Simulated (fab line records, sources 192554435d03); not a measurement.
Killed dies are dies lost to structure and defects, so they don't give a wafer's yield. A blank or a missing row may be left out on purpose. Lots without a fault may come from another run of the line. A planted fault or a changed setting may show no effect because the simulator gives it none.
Problem report in the 8D (eight disciplines) form, filled by code | flow n5_finfet | the parts of the form that need people (team, actions taken, sign-off) are left out

1. THE PROBLEM
spin_speed_rpm at N5_BEOL_M1_COAT_62 reads a mean of 1458.2 rpm on 6 wafers of 2 lots; wafers without a fault read 1500.0 rpm with a standard deviation of 1. That is -42 standard deviations from the usual mean.
The step: time 60 s, resist thk 12 nm.
First seen on wafer L354.3, day 8 02:17, on litho_track-04. The record holds 12 wafers of 4 lots with a number at this step. Rule for "out", or "out of limits": more than 4 standard deviations from the usual mean. The other wafers with a number count as sound.

2. WHAT IT IS AND WHAT IT IS NOT
question                    | is                     | is not
which readings at this step | spin_speed_rpm         | resist_line_temp_C
which lots                  | L354, L355             | L364, L365
which wafers of those lots  | all that have a number | -
read on which tools         | litho_track-04         | litho_track-03
when                        | from day 8 02:17       | up to then (0 sound wafers); but 6 sound wafers of L364, L365 came after

3. SUSPECTS, AND WHAT RULES EACH OUT
Counting: a tool at a process step up to the reading stays a suspect if it ran every lot that is out and no sound lot after the first of them.
- litho_track-04 at N5_BEOL_M1_COAT_62 (time 60 s, resist thk 12 nm): ruled out as a lasting fault. Sound lots L365 ran on it after its first lot that is out, L354 (day 8 02:17).
Left after counting: nothing in the record.

4. THE CAUSE (what the simulator had put in)
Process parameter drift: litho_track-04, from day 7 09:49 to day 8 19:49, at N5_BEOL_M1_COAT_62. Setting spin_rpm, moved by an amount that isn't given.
Counting ruled it out, wrongly.

5. THE CHAIN OF EFFECTS, in route order
Each row: a reading whose mean over the struck wafers that have a number lies more than 3 standard deviations from the usual. Only readings for which the record gives a usual standard deviation are gone through. hours: the time from each lot's start at the first step in this table that gives one to its start at this step, as a median over the lots. sigmas: the change in usual standard deviations.
hours | step               | reading        | usual      | on struck wafers | change | sigmas
0     | N5_BEOL_M1_COAT_62 | spin_speed_rpm | 1500.0 rpm | 1458.2           | -41.8  | -42
The process steps in it:
- N5_BEOL_M1_COAT_62: time 60 s, resist thk 12 nm.
Later measuring or inspecting steps at which every struck wafer that the step has a row for has a number for every such reading, and none has moved that far: N5_BEOL_M4_RC_MEAS_101.

6. WHAT WOULD HAVE CAUGHT IT SOONER
In this record the first reading out of limits was taken at day 8 02:17, 16 hours after the fault began at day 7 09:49.
